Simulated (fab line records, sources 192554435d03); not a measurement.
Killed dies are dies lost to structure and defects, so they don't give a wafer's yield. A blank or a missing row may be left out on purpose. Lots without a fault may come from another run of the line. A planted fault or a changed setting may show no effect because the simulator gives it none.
Chamber matching | flow n5_finfet | N5_BEOL_M14_DEP_53 on pecvd-03: 3 sister chambers
The step deposits SiCN from 3MS/NH3, target thk 50 nm, time 17.8 s. 3 wafers are shown with their chamber, then 8 later ones without.

WAFERS WITH THEIR CHAMBER
wafer  | chamber | throttle_valve_pct (%)
L076.5 | 0       | 17.6
L077.3 | 1       | 18.7
L081.1 | 2       | 17.0

WAFERS WITHOUT THEIR CHAMBER
wafer  | throttle_valve_pct (%)
L081.3 | 17.5
L081.6 | 17.4
L086.2 | 17.6
L086.3 | 19.0
L086.6 | 17.3
L087.3 | 18.7
L087.4 | 17.9
L087.5 | 18.8

WHICH CHAMBER EACH WENT THROUGH
wafer  | from the rows above     | in truth
L081.3 | can't be placed: 0 or 2 | 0
L081.6 | can't be placed: 0 or 2 | 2
L086.2 | 0                       | 0
L086.3 | 1                       | 1
L086.6 | can't be placed: 0 or 2 | 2
L087.3 | 1                       | 1
L087.4 | 0                       | 0
L087.5 | 1                       | 1
Placed correctly: 5 of 8. Can't be placed from these rows: 3 (the true chamber is among the candidates in 3). Placed wrongly: 0.
How it was worked out, from the rows above alone: a wafer's distance from a chamber is the root of the sum, over the readings, of the square of ((its reading less the chamber's mean) divided by the reading's scatter). The wafer belongs to the nearest chamber; if the next one is less than 2 further off, it can't be placed. A chamber's mean is the mean of its shown wafers. The scatter: with one shown wafer a chamber, the root of the mean of the squares of how far each hidden wafer lies from its nearest shown one.
